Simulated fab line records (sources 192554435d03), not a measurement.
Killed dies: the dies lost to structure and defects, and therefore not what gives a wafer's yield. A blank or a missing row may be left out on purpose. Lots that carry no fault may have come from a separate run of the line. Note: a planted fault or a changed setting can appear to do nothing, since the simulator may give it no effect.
fab line records | flow n5Finfet
record lots=5 wafers=15 lastDay=16
route steps=1938 shown BEOL_M4@1025 PASSIVATION@1936
lots that met no fault: from a run of the same line without faults
startH: the number of hours between the record's first day and the start of the first shown wafer of the lot | waitH: hours from the lot's prior step to this one | " unchanged from the row above | L1.1+2: a single row standing in for several wafers | - either no value or no given start | * or withheld: withheld | < > ~ a bound
route shown NAME@n: a module of which the file shows steps, and the number in the route of the first | usual: mean/standard deviation of fault-free wafers | same: alike in all rows | chamber/n: place in a boat | sites: readings site by site | _std_site: standard deviation across them | _edge_site: the outer-site mean with the inner-site mean subtracted | radiusMm: how far each site lies from the wafer's centre | mask NAME#n: copy n | behind: the last tool/chamber to shape the wafer | hold: why the lot went on hold/how many hours it stayed there/how the hold came to an end | device: names the non-switching transistor (n, p or np) | end of line: the tests these same wafers got at the end of their route | a step without rows: its recipe alone | killed: dies lost to structure and defects at the first sort, not the wafer's yield | map: the dies of a wafer, with x for killed, . for not killed, _ for no die there
set.NAME: the setting that was run; set.NAME@STEP: the one run at that earlier step | model.NAME: the simulator's own value behind a step, which no gauge read
lots at selected steps of the route; one table per step, one row per wafer
services: a tool's chamber out of use, with start hour (startH, from the record's first day; less than 0 if before it), hours out, and reason
## steps
# step N5_BEOL_M4_COAT_61
# recipe resist=SOC tempC=250 timeS=60 spinRpm=1500 resistThkNm=60
# step N5_BEOL_M4_COAT_62
# recipe resist=SiARC tempC=220 timeS=60 spinRpm=1500 resistThkNm=12
# step N5_BEOL_M4_COAT_73
# recipe resist=underlayer tempC=205 timeS=60 spinRpm=1500 resistThkNm=5
# step N5_BEOL_M4_COAT_05
# recipe resist=CAR-EUV spinRpm=1500 resistThkNm=30
# step N5_BEOL_M4_EBR_07
# recipe solvent=PGMEA ebrWidthMm=1.5
# step N5_BEOL_M4_SOFTBAKE_06
# recipe tempC=110 timeS=60 resist=CAR-EUV
# step N5_BEOL_M4_EXPOSE_08
# recipe maskId=M4 na=0.33 sourceShape=dipole sigmaInner=0.369 sigmaOuter=0.767 polarization=unpolarized doseMj=41.25
# step N5_BEOL_M4_PEB_09
# recipe pebTempC=100 pebTimeS=60 resist=CAR-EUV
# step N5_BEOL_M4_DEVELOP_10
# recipe developTimeS=30 developer=TMAH resist=CAR-EUV rinseLiquid=surfactantRinse dry=airSpin devTempC=23
# step N5_BEOL_M4_CD_MEAS_11
# recipe targetCdNm=16.79 landingEnergyEv=500 detector=seInlens polarity=opening
# usual cdNm=16.83/0.23
# columns lot.wafer tool chamber startH waitH cdNm
L782.2 cdSem-03 0 167.95 - 16.82
L782.3 " 0 " " 16.67
L782.5 " 0 " " 16.70
L787.1 cdSem-01 0 224.84 - 16.70
L787.2 " 0 " " 16.47
L787.6 " 0 " " 16.98
L790.1 cdSem-02 0 225.74 - 16.96
L790.3 " 0 " " 17.05
L790.6 " 0 " " 17.21
L794.2 cdSem-02 0 252.65 - 16.55
L794.5 " 0 " " 16.60
L794.6 " 0 " " 16.86
L795.4 cdSem-02 0 259.94 - 16.65
L795.5 " 0 " " 16.64
L795.6 " 0 " " 16.66
# step N5_BEOL_M4_OVL_MEAS_12
# recipe pointsPerWafer=522
# usual M4_OVL=-0.1/0.8
# columns lot.wafer tool chamber startH waitH M4_OVL[nm]
L782.2 overlay-01 0 167.98 0.0 -0.8
L782.3 " 0 " " -0.3
L782.5 " 0 " " 0.1
L787.1 overlay-01 0 224.87 0.0 1.5
L787.2 " 0 " " -0.2
L787.6 " 0 " " 0.0
L790.1 overlay-02 0 225.77 0.0 0.0
L790.3 " 0 " " 0.0
L790.6 " 0 " " -0.4
L794.2 overlay-01 0 252.68 0.0 0.3
L794.5 " 0 " " -0.7
L794.6 " 0 " " 0.3
L795.4 overlay-02 0 259.98 0.0 -0.4
L795.5 " 0 " " -0.7
L795.6 " 0 " " -0.6
# step N5_BEOL_M4_INSPECT_13
# recipe mode=adi inspectInstrument=brightfield
# usual rawDefectCount=422/100
# columns lot.wafer tool chamber startH waitH rawDefectCount
L782.2 defectInspect-01 - 168.04 0.1 501
L782.3 " - " " 378
L782.5 " - " " 658
L787.1 defectInspect-02 - 224.93 0.1 442
L787.2 " - " " 386
L787.6 " - " " 552
L790.1 defectInspect-01 - 225.83 0.1 368
L790.3 " - " " 416
L790.6 " - " " 468
L794.2 defectInspect-01 - 252.74 0.0 451
L794.5 " - " " 732
L794.6 " - " " 436
L795.4 defectInspect-01 - 260.02 0.0 288
L795.5 " - " " 248
L795.6 " - " " 333
# step N5_BEOL_M4_DESCUM_16
# recipe chemistry=O2 timeS=7 sourcePowerW=50 biasPowerW=20 pressureMtorr=20 rfFrequencyHz=2.712e+07 tempC=40 resist=CAR-EUV o2FlowSccm=225
# usual drypumpMotorCurrentA=5.8/0.43 oesProductAu=0.79/0.094 rfVppV=243.4/1.3 showerheadPlenumPTorr=2.10/0.054 throttleValvePct=20.46/0.2
# columns lot.wafer tool chamber startH waitH drypumpMotorCurrentA oesProductAu rfHoursCounterH rfVppV showerheadPlenumPTorr throttleValvePct model.CAR-EUV_of_BEOL_M4_COAT_05.thkNm
L782.2 rieDiel-04 3 168.08 0.0 6.0 0.69 250 241.3 2.06 20.54 26
L782.3 " 1 " " 5.7 0.78 134 246.0 2.18 20.64 26
L782.5 " 2 " " 5.1 0.73 - 243.2 2.07 20.65 26
L787.1 rieDiel-04 2 224.98 0.1 5.1 0.72 207 242.7 2.06 20.69 26
L787.2 " 1 " " 5.7 0.76 157 245.9 2.17 20.64 26.2
L787.6 " 2 " " 5.1 0.71 - 242.9 2.06 20.68 26
L790.1 rieDiel-04 2 225.86 0.0 5.1 0.71 207 243.3 2.06 20.68 26
L790.3 " 3 " " 6.0 0.93 15 243.3 2.05 20.18 26
L790.6 " 0 " " 5.4 0.69 - 243.1 2.06 20.46 26.2
L794.2 rieDiel-01 2 252.77 0.0 5.9 0.73 174 243.8 2.08 20.30 26
L794.5 " 1 " " 6.6 0.70 - 243.0 2.05 20.65 26
L794.6 " 0 " " 6.5 0.85 - 245.5 2.20 20.50 26.2
L795.4 rieDiel-04 2 260.07 0.0 5.1 0.70 - 242.2 2.06 20.69 26.6
L795.5 " 1 " " 5.7 0.74 - 244.3 2.17 20.68 26.6
L795.6 " 3 " " 6.0 0.90 - 240.5 2.05 20.20 26
# step N5_BEOL_M4_ETCH_74
# recipe chemistry=N2/H2 target=underlayer targetDepthA=65 maskMaterial=CAR-EUV timeS=5.2 ionEnergyEv=200 pressureMtorr=30 sourceW=840 biasW=150 n2FlowSccm=200 h2FlowSccm=200 ends=cleared
# usual biasW=150.0/0.4 drypumpMotorCurrentA=5.8/0.43 etchRfOnTimeS=5.22/0.071 oesProductAu=0.67/0.079 rfVppV=524.0/2.2 showerheadPlenumPTorr=2.56/0.067 throttleValvePct=17.96/0.21
# columns lot.wafer tool chamber startH waitH biasW drypumpMotorCurrentA etchRfOnTimeS oesProductAu rfHoursCounterH rfVppV showerheadPlenumPTorr throttleValvePct
L782.2 rieDiel-04 3 168.11 0.0 149.7 6.0 5.26 0.58 250 523.5 2.50 18.07
L782.3 " 1 " " 149.5 5.7 5.30 0.66 134 527.9 2.66 18.19
L782.5 " 2 " " 150.1 5.1 5.23 0.61 - 523.4 2.52 18.11
L787.1 rieDiel-04 2 225.02 0.0 149.9 5.2 5.24 0.60 207 521.3 2.52 18.14
L787.2 " 1 " " 149.9 5.7 5.27 0.64 157 527.6 2.65 18.22
L787.6 " 2 " " 150.0 5.2 5.28 0.60 - 522.0 2.52 18.12
L790.1 rieDiel-04 2 225.90 0.0 150.3 5.1 5.15 0.61 207 520.2 2.52 18.14
L790.3 " 3 " " 150.1 6.0 5.11 0.79 15 522.8 2.50 17.71
L790.6 " 0 " " 149.4 5.4 5.27 0.57 - 522.3 2.51 18.03
L794.2 rieDiel-01 2 252.80 0.0 149.8 5.9 5.18 0.62 174 521.3 2.54 17.83
L794.5 " 1 " " 149.7 6.6 5.17 0.61 - 522.4 2.51 18.23
L794.6 " 0 " " 150.3 6.4 5.18 0.71 - 526.2 2.69 17.97
L795.4 rieDiel-04 2 260.10 0.0 150.0 5.1 5.22 0.59 - 523.4 2.51 18.19
L795.5 " 1 " " 149.9 5.7 5.28 0.63 - 524.9 2.65 18.26
L795.6 " 3 " " 150.0 6.0 5.25 0.75 - 521.1 2.49 17.71
# step N5_BEOL_M4_ETCH_63
# recipe chemistry=CF4 target=SiARC targetDepthA=156 maskMaterial=CAR-EUV timeS=26 ionEnergyEv=80 pressureMtorr=40 sourceW=545 biasW=36 Ar_flow_sccm=100 cf4FlowSccm=100 ends=cleared
# usual biasW=36.01/0.1 drypumpMotorCurrentA=5.8/0.43 etchRfOnTimeS=26.0/0.34 mfcArSccm=100.01/0.29 oesProductAu=0.67/0.079 rfVppV=184.2/1 showerheadPlenumPTorr=2.15/0.053 throttleValvePct=15.66/0.23
# columns lot.wafer tool chamber startH waitH biasW drypumpMotorCurrentA etchRfOnTimeS mfcArSccm oesProductAu rfHoursCounterH rfVppV showerheadPlenumPTorr throttleValvePct model.CAR-EUV_of_BEOL_M4_COAT_05.thkNm
L782.2 rieDiel-04 3 168.13 0.0 36.14 6.0 26.6 99.86 0.58 250 183.0 2.11 15.78 11
L782.3 " 1 " " 36.00 5.7 26.1 99.40 0.66 134 184.8 2.23 15.84 11.2
L782.5 " 2 " " 35.84 5.2 26.1 99.74 0.61 - 185.5 2.13 15.90 11
L787.1 rieDiel-04 2 225.03 0.0 35.89 5.1 25.6 99.93 0.62 207 184.8 2.12 15.91 11
L787.2 " 1 " " 35.98 5.7 25.8 100.01 0.65 157 184.8 2.22 15.89 11.2
L787.6 " 2 " " 36.16 5.1 25.7 100.40 0.62 - 184.6 2.12 15.94 11
L790.1 rieDiel-04 2 225.91 0.0 36.06 5.2 25.9 99.69 0.61 207 183.8 2.12 15.91 11
L790.3 " 3 " " 35.96 6.1 25.6 100.12 0.79 15 183.5 2.11 15.30 11
L790.6 " 0 " " 35.93 5.4 26.3 99.63 0.58 - 184.2 2.11 15.68 11.2
L794.2 rieDiel-01 2 252.82 0.0 36.14 5.9 25.8 100.26 0.63 174 186.3 2.14 15.56 11.2
L794.5 " 1 " " 35.89 6.6 25.7 99.87 0.62 - 182.8 2.12 15.94 11
L794.6 " 0 " " 35.84 6.5 25.6 99.97 0.73 - 186.3 2.26 15.71 11.2
L795.4 rieDiel-04 2 260.12 0.0 36.18 5.1 26.2 99.97 0.60 - 185.4 2.12 15.95 11.6
L795.5 " 1 " " 35.80 5.7 26.3 99.52 0.63 - 185.5 2.22 15.90 11.6
L795.6 " 3 " " 35.91 6.0 25.7 100.35 0.77 - 184.4 2.10 15.34 11.2
# step N5_BEOL_M4_ETCH_64
# recipe chemistry=N2/H2 target=SOC targetDepthA=750 overetchA=225 maskMaterial=SiARC tempC=40 timeS=121.9 ionEnergyEv=200 pressureMtorr=30 sourceW=840 biasW=150 n2FlowSccm=200 h2FlowSccm=200
# usual biasW=150.0/0.42 drypumpMotorCurrentA=5.8/0.43 oesProductAu=0.60/0.068 rfVppV=524.3/2.1 showerheadPlenumPTorr=2.56/0.067 throttleValvePct=17.91/0.21
# columns lot.wafer tool chamber startH waitH biasW drypumpMotorCurrentA oesProductAu rfHoursCounterH rfVppV showerheadPlenumPTorr throttleValvePct
L782.2 rieDiel-04 3 168.16 0.0 150.0 6.1 0.53 250 523.2 2.50 18.03
L782.3 " 1 " " 149.4 5.7 0.60 134 527.1 2.66 18.14
L782.5 " 2 " " 150.4 5.2 0.56 - 525.0 2.52 18.07
L787.1 rieDiel-04 2 225.06 0.0 149.8 5.1 0.54 207 524.0 2.52 18.10
L787.2 " 1 " " 149.9 5.7 0.57 157 527.9 2.65 18.18
L787.6 " 2 " " 149.4 5.1 0.54 - 522.9 2.52 18.10
L790.1 rieDiel-04 2 225.94 0.0 149.9 5.1 0.54 207 522.1 2.51 18.10
L790.3 " 3 " " 149.9 6.1 0.69 15 521.5 2.50 17.64
L790.6 " 0 " " 150.5 5.4 0.52 - 522.9 2.51 17.98
L794.2 rieDiel-01 2 252.85 0.0 150.5 5.9 0.55 174 524.3 2.54 17.80
L794.5 " 1 " " 149.8 6.7 0.54 - 524.7 2.51 18.19
L794.6 " 0 " " 150.0 6.5 0.64 - 527.9 2.69 17.90
L795.4 rieDiel-04 2 260.19 0.1 149.4 5.2 0.53 - 523.8 2.51 18.12
L795.5 " 1 " " 149.1 5.7 0.56 - 527.7 2.65 18.19
L795.6 " 3 " " 149.8 6.1 0.67 - 521.7 2.49 17.65
# step N5_BEOL_M4_RC_MEAS_101
# usual DIBL_N=36.3/1.2 DIBL_P=36.7/1.5 IOFF_N=0.164/0.02 IOFF_P=0.214/0.024 ION_N=673/8.5 ION_P=461/5.9 SS_N=71.6/0.44 SS_P=73.3/0.55 VT_N=249.4/2.4 VT_P=-250.0/2.3
# columns lot.wafer tool chamber startH waitH DIBL_N[mV/V] DIBL_P[mV/V] IOFF_N[nA/um] IOFF_P[nA/um] ION_N[uA/um] ION_P[uA/um] SS_N[mV/dec] SS_P[mV/dec] VT_N[mV] VT_P[mV]
L782.2 prober-02 0 174.75 0.2 35.3 36.5 0.160 0.193 673 453 71.5 73.6 249.0 -254.3
L782.3 " 0 " " 35.0 35.6 0.149 0.186 663 450 71.4 73.2 250.4 -254.8
L782.5 " 0 " " 37.1 37.3 0.186 0.215 675 456 71.9 73.0 249.0 -251.5
L790.1 prober-02 0 233.20 0.0 38.0 38.7 0.196 0.258 672 464 72.0 73.9 248.1 -245.5
L790.3 " 0 " " 35.6 35.4 0.153 0.209 671 459 72.1 73.8 252.9 -250.9
L790.6 " 0 " " 36.2 36.1 0.160 0.213 673 462 72.3 74.1 249.9 -250.0
L787.1 prober-01 0 233.70 0.0 35.2 36.6 0.156 0.211 676 465 70.9 72.7 247.4 -249.8
L787.2 " 0 " " 35.7 36.8 0.159 0.204 677 457 71.3 73.1 248.4 -252.8
L787.6 " 0 " " 35.8 37.0 0.169 0.213 676 459 71.2 72.8 249.8 -250.5
L794.2 prober-02 0 260.07 0.2 35.0 35.8 0.133 0.198 669 465 71.0 72.8 254.1 -248.2
L794.5 " 0 " " 35.2 35.6 0.134 0.196 664 460 70.6 72.4 251.3 -249.8
L794.6 " 0 " " 37.1 38.4 0.170 0.239 672 465 72.0 74.3 252.0 -244.9
L795.4 prober-02 0 269.64 0.5 35.1 35.0 0.141 0.202 673 470 71.4 73.9 250.7 -248.7
L795.5 " 0 " " 36.4 36.7 0.170 0.235 684 469 71.8 73.5 247.5 -247.0
L795.6 " 0 " " 36.2 35.9 0.164 0.214 674 464 71.7 73.3 249.1 -249.4
# step N5_PASSIVATION_PROBE_49
# usual defectLimitedYield=91.2/1.5 killed_at_M0_to_M3=35/11 killed_at_M4_up=13/5.6 killedAtContacts=13/6.3 killedAtFrontEnd=38/12 killedAtOther=3.7/2.9 killedDies=104/18 killedOpen=69/13 killedShort=34/8.3 sort_bin_5_function=5.2/0.95 sort_bin_6_memory=3.3/0.68 sortNPass=1076/18 sortYieldPct=91.2/1.5
# same grossDies=1180 killedAtBackSide=0 sort_bin_4_leakage[%]=0 sort_bin_8_speed[%]=0
# columns lot.wafer tool chamber startH waitH defectLimitedYield[%] killed_at_M0_to_M3 killed_at_M4_up killedAtContacts killedAtFrontEnd killedAtOther killedDies killedOpen killedShort sort_bin_5_function[%] sort_bin_6_memory[%] sortNPass sortYieldPct[%]
L782.2 prober-01 - 268.15 0.1 91.8 28 23 8 36 2 97 66 29 4.6 3.6 1083 91.8
L782.3 prober-01 - 268.20 0.1 92.4 33 16 7 31 3 90 64 25 4.6 2.7 1090 92.4
L782.5 prober-01 - 268.30 0.2 90.5 33 23 11 41 4 112 76 36 5.8 3.5 1068 90.5
L787.1 prober-01 - 333.56 0.0 92.6 21 17 15 29 5 87 51 36 4.6 2.4 1093 92.6
# killed by level:class
L782.2 BEOL_M4:geometricParticle:short=9 FIN_SAQP:geometricParticle:open=8 BEOL_M3:geometricParticle:open=7 BEOL_M5:geometricParticle:open=7 MOL_CONTACT_COAG:geometricParticle:open=6 BEOL_M0_SAQP:geometricParticle:open=6 GATE_CUT:geometricParticle:short=5 BEOL_M2:geometricParticle:open=5
L782.3 BEOL_M3:geometricParticle:open=13 FIN_SAQP:geometricParticle:open=7 BEOL_M4:geometricParticle:open=7 GATE_CUT:geometricParticle:open=6 MOL_CONTACT_COAG:geometricParticle:open=6 GATE_CUT:geometricParticle:short=5 BEOL_M0_SAQP:geometricParticle:short=5 BEOL_M2:geometricParticle:open=5
L782.5 BEOL_M3:geometricParticle:open=18 GATE_CUT:geometricParticle:open=17 GATE_CUT:geometricParticle:short=10 BEOL_M4:geometricParticle:open=9 MOL_CONTACT_COAG:geometricParticle:open=8 BEOL_M3:geometricParticle:short=5 BEOL_M0_SAQP:geometricParticle:open=4 MOL_CONTACT_COAG:geometricParticle:short=3
L787.1 MOL_CONTACT_COAG:geometricParticle:open=10 FIN_SAQP:geometricParticle:open=9 BEOL_M0_SAQP:geometricParticle:open=6 MOL_CONTACT_COAG:geometricParticle:short=5 BEOL_M0_SAQP:geometricParticle:short=5 BEOL_M4:geometricParticle:open=4 STI_FIN_REVEAL:geometricParticle:open=3 DUMMY_GATE:geometricParticle:short=3
## services
# columns tool chamber startH hours kind
rieDiel-04 3 168.49 - clean
rieDiel-04 3 168.49 - consumableReplace:focusRing
rieDiel-04 3 168.49 13.4 scheduledDown
rieDiel-04 3 168.49 13.4 ventCycle
rieDiel-01 1 228.63 16.2 repair
rieDiel-04 0 244.31 - clean
rieDiel-04 0 244.31 - consumableReplace:focusRing
rieDiel-04 0 244.31 18.2 scheduledDown
rieDiel-04 0 244.31 18.2 ventCycle
## key
firstSign none at tools or gauges
modelEffect step=N5_BEOL_M4_DESCUM_16 value=CAR-EUV_of_BEOL_M4_COAT_05.thkNm without=26 struck=26.6
modelEffect step=N5_BEOL_M4_ETCH_63 value=CAR-EUV_of_BEOL_M4_COAT_05.thkNm without=11 struck=11.6
metAt N5_BEOL_M4_DESCUM_16
struckWafers L795.4,L795.5
onsetBetween 225.86 260.07
fault kind=processParameterDrift tool=rieDiel-04 chamber=- onsetH=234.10 steps=N5_BEOL_M4_DESCUM_16 channel=timeS offset=* shape=step endH=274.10 scope=struckWafersOnly actsIn=* stated=*
